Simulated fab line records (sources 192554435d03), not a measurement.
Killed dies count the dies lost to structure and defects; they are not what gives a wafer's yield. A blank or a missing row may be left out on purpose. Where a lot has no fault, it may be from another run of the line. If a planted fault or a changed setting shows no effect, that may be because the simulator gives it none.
fab line records | flow n5-finfet | part 2 of 2: steps 5 to 6 of 6
record lots=21 wafers=63 last-day=18
route steps=1938 shown FIN_SAQP@127 STI_FIN_REVEAL@184
lots that met no fault: taken from a fault-free run of the same line
start-h: hours from the record's first day to the start of the lot's first wafer shown | wait-h: time in hours since the lot's previous step | " unchanged from the row above | L1.1+2: one row covering several wafers at once | - no value, or no start was given | * or withheld: withheld | < > ~ a bound
route shown NAME@n: NAME is a module with steps in the file, n the number in the route of the first one | usual: the fault-free wafers' mean and standard deviation | same: alike in all rows | chamber/n: place in a boat | sites: readings site by site | _std_site: the standard deviation of these | _edge_site: the outer-site mean with the inner-site mean subtracted | radius-mm: for every site, how far away it sits from the centre of the wafer | mask NAME#n: copy n | behind: the most recent tool/chamber to have shaped the wafer | hold: why the lot was held/for how many hours/how that ended | device: transistor that didn't switch, given as n, p or np | end of line: tests run on the same wafers once the route is complete | a step given without rows: its recipe and nothing more | killed: not the wafer's yield, but the dies lost to structure and defects at the first sort | map: the dies of a wafer, with x for killed, . for not killed, _ for no die there
set.NAME: the setting as run; set.NAME@STEP: as run at that earlier step | model.NAME: the simulator's own value behind a step, which no gauge read
the route's steps for a sample of lots (tables are steps, rows are wafers)
services: a tool's chamber out of use, with start hour (start-h, from the record's first day; less than 0 if before it), hours out, and reason
## steps
# step N5_FIN_SAQP_ETCH_64
# recipe chemistry=CF4 target=SiO2 target-depth-a=15 ion-energy-ev=350 pressure-mtorr=10 icp-w=800 bias-w=400 cf4-flow-sccm=80
# usual cf4-flow-sccm=79.97/0.23 chamber-pressure-mTorr=10.000/0.0091 drypump-motor-current-A=5.8/0.44 oes-product-au=1.003/0.015 throttle-valve-pct=21.70/0.2
# columns lot.wafer tool chamber start-h wait-h cf4-flow-sccm chamber-pressure-mTorr drypump-motor-current-A oes-product-au rf-hours-counter-h throttle-valve-pct
L074.1 rie-si-05 2 26.85 0.0 79.58 10.015 5.4 1.000 145 22.13
L074.4 " 0 " " 80.30 10.002 5.5 1.022 113 21.71
L074.5 " 1 " " 79.78 9.978 5.6 1.004 - 21.53
L075.2 rie-si-05 2 32.53 0.0 80.22 9.985 5.4 1.000 145 22.13
L075.3 " 3 " " 79.46 9.990 6.4 0.988 124 21.70
L075.6 " 3 " " 79.79 10.000 6.4 0.990 - 21.69
L076.2 rie-si-06 3 37.60 0.0 79.90 10.015 5.6 0.994 59 21.42
L076.4 " 2 " " 80.01 9.998 6.4 1.004 - 21.71
L076.6 " 3 " " 79.81 9.997 5.6 0.986 - 21.43
L079.1 rie-si-05 3 55.53 0.0 79.79 10.006 6.4 0.988 125 21.70
L079.2 " 0 " " 80.36 10.008 5.5 1.016 114 21.71
L079.5 " 0 " " 79.78 10.001 5.5 1.018 - 21.72
L080.2 rie-si-06 1 61.48 0.0 80.36 9.994 4.9 1.029 92 21.77
L080.3 " 0 " " 80.07 9.983 5.8 1.017 114 21.71
L080.4 " 0 " " 80.19 10.023 5.8 1.029 - 21.70
L081.3 rie-si-05 1 67.74 0.0 79.88 10.004 5.6 1.003 128 21.52
L081.4 " 0 " " 79.95 10.006 5.5 1.029 114 21.71
L081.6 " 1 " " 79.59 9.993 5.6 1.005 - 21.53
L082.1 rie-si-06 2 74.63 0.0 80.35 9.990 6.3 1.003 8 21.71
L082.5 " 1 " " 79.86 9.996 4.9 1.002 - 21.75
L082.6 " 0 " " 80.02 9.985 5.8 1.009 - 21.70
L083.2 rie-si-06 1 80.26 0.0 79.41 9.994 4.9 1.009 93 21.75
L083.4 " 0 " " 80.51 9.994 5.8 1.011 - 21.70
L083.5 " 2 " " 80.08 9.998 6.3 1.001 - 21.70
L084.1 rie-si-05 3 87.51 0.0 79.99 9.991 6.4 0.983 125 21.69
L084.5 " 0 " " 79.97 9.993 5.5 1.029 - 21.72
L084.6 " 3 " " 80.23 10.012 6.4 0.991 - 21.70
L085.2 rie-si-05 1 92.08 0.0 80.04 10.002 5.6 0.999 128 21.51
L085.3 " 2 " " 79.77 9.982 5.4 1.010 146 22.14
L085.4 " 3 " " 80.20 9.987 6.4 0.984 125 21.70
L086.1 rie-si-06 0 100.46 0.0 79.90 9.987 5.9 1.006 115 21.70
L086.5 " 1 " " 80.17 10.002 4.9 1.002 - 21.76
L086.6 " 0 " " 79.79 9.995 5.8 1.004 - 21.70
L087.2 rie-si-05 1 105.06 0.0 80.20 10.001 5.6 1.006 129 21.50
L087.4 " 2 " " 80.23 10.004 5.4 0.994 146 22.13
L087.6 " 1 " " 79.95 9.996 5.6 1.001 - 21.53
L088.1 rie-si-02 3 110.06 0.0 79.91 9.998 6.0 0.991 73 21.56
L088.3 " 1 " " 79.78 9.994 5.4 0.981 110 21.27
L088.5 " 2 " " 80.23 10.004 6.2 0.997 - 21.73
L089.1 rie-si-02 3 116.63 0.0 80.09 10.014 6.0 0.970 73 21.57
L089.2 " 1 " " 80.00 10.004 5.4 0.980 110 21.29
L089.3 " 0 " " 79.87 9.996 5.9 1.007 173 21.64
L090.2 rie-si-05 3 122.96 0.0 80.00 9.991 6.4 0.991 126 21.68
L090.3 " 1 " " 79.64 9.989 5.6 1.005 129 21.51
L090.4 " 2 " " 79.98 10.004 5.4 0.995 147 22.14
L091.2 rie-si-06 0 128.57 0.0 80.03 10.016 5.8 1.022 115 21.69
L091.3 " 2 " " 80.23 10.016 6.4 1.013 10 21.72
L091.5 " 0 " " 79.81 10.004 5.8 1.015 - 21.70
L092.2 rie-si-05 3 133.89 0.0 79.96 9.994 6.4 0.993 126 21.69
L092.4 " 2 " " 80.05 10.010 5.4 1.005 147 22.14
L092.6 " 2 " " 80.13 10.007 5.4 0.999 - 22.14
L093.1 rie-si-05 0 140.40 0.0 79.74 9.996 5.5 1.015 115 21.71
L093.2 " 3 " " 80.09 10.000 6.4 1.000 126 21.70
L093.5 " 2 " " 79.79 10.014 5.4 0.996 - 22.14
L095.1 rie-si-05 1 152.59 0.0 79.44 10.003 5.6 1.007 129 21.49
L095.3 " 2 " " 80.22 10.000 5.5 1.000 147 22.14
L095.5 " 3 " " 80.11 9.994 6.4 0.989 - 21.69
L096.1 rie-si-02 1 159.38 0.0 79.75 9.997 5.4 0.977 110 21.26
L096.3 " 3 " " 79.83 9.999 6.0 0.974 74 21.57
L096.5 " 3 " " 79.78 10.024 5.9 0.976 - 21.55
L097.2 rie-si-02 1 164.24 0.0 79.96 10.002 5.3 0.981 110 21.27
L097.3 " 3 " " 79.91 10.007 6.0 0.991 74 21.58
L097.5 " 0 " " 80.00 9.989 5.8 1.029 - 21.64
# step N5_STI_FIN_REVEAL_ALD_14
# recipe material=Si3N4 target-thk-a=30 temp-c=400 ald-precursor-family=SiH2I2 ald-co-reactant=N2/H2-plasma pressure-torr=2
# usual heater-power-w=878/82
# columns lot.wafer tool chamber start-h wait-h heater-power-w
L074.1 ald-sin-03 2 29.00 0.0 896
L074.4 " 3 " " 889
L074.5 " 0 " " 786
L075.2 ald-sin-01 2 34.23 0.0 902
L075.3 " 0 " " 844
L075.6 " 2 " " 897
L076.2 ald-sin-01 1 39.86 0.0 831
L076.4 " 0 " " 842
L076.6 " 1 " " 836
L079.1 ald-sin-02 1 57.23 0.0 791
L079.2 " 0 " " 808
L079.5 " 0 " " 817
L080.2 ald-sin-03 2 63.31 0.0 910
L080.3 " 1 " " 1035
L080.4 " 3 " " 894
L081.3 ald-sin-01 2 69.46 0.0 914
L081.4 " 3 " " 1013
L081.6 " 1 " " 836
L082.1 ald-sin-01 2 76.46 0.0 908
L082.5 " 0 " " 862
L082.6 " 3 " " 999
L083.2 ald-sin-03 1 82.08 0.0 1023
L083.4 " 0 " " 774
L083.5 " 0 " " 788
L084.1 ald-sin-02 0 90.19 0.0 813
L084.5 " 0 " " 830
L084.6 " 3 " " 1001
L085.2 ald-sin-02 3 94.40 0.0 989
L085.3 " 1 " " 765
L085.4 " 0 " " 810
L086.1 ald-sin-02 3 103.26 0.0 1036
L086.5 " 2 " " 865
L086.6 " 1 " " 781
L087.2 ald-sin-02 3 106.77 0.0 1016
L087.4 " 2 " " 855
L087.6 " 0 " " 823
L088.1 ald-sin-03 1 111.87 0.0 1025
L088.3 " 0 " " 838
L088.5 " 0 " " 829
L089.1 ald-sin-01 3 119.04 0.0 1004
L089.2 " 1 " " 814
L089.3 " 0 " " 839
L090.2 ald-sin-03 2 124.91 0.0 841
L090.3 " 1 " " 1024
L090.4 " 0 " " 821
L091.2 ald-sin-01 1 130.26 0.0 791
L091.3 " 0 " " 865
L091.5 " 1 " " 836
L092.2 ald-sin-02 2 135.63 0.0 860
L092.4 " 3 " " 1010
L092.6 " 0 " " 818
L093.1 ald-sin-02 0 142.85 0.0 822
L093.2 " 1 " " 770
L093.5 " 0 " " 825
L095.1 ald-sin-02 0 154.68 0.0 833
L095.3 " 3 " " 1003
L095.5 " 0 " " 825
L096.1 ald-sin-02 2 162.49 0.0 837
L096.3 " 0 " " 795
L096.5 " 3 " " 1021
L097.2 ald-sin-03 0 166.06 0.0 826
L097.3 " 1 " " 1009
L097.5 " 0 " " 810
## services
# columns tool chamber start-h hours kind
ald-sin-02 0 8.36 - clean
ald-sin-02 1 8.36 - clean
ald-sin-01 3 18.08 9.3 repair
rie-diel-04 0 26.18 3.2 repair
rie-diel-05 1 32.52 6.7 repair
rie-si-06 1 37.16 9.8 repair
ald-sin-01 2 37.33 4.5 repair
rie-si-02 1 40.66 6.6 repair
rie-si-05 2 42.91 7.4 repair
rie-si-06 2 77.98 1.8 repair
ald-sin-03 - 86.27 14.0 pm
ald-sin-04 - 87.09 0.4 repair
ald-sin-01 - 91.38 0.8 pm
rie-diel-04 - 94.95 0.9 repair
ald-sin-04 - 103.29 4.3 pm
rie-si-06 2 121.58 4.2 repair
ald-sin-03 - 126.31 2.5 repair
ald-sin-04 2 133.92 6.5 repair
ald-sin-01 3 144.39 2.6 repair
ald-sin-04 - 148.08 6.1 pm
rie-diel-04 0 154.52 2.4 repair
rie-diel-04 0 161.59 5.3 repair
rie-si-05 0 163.00 2.6 repair
rie-diel-03 1 165.50 5.0 repair
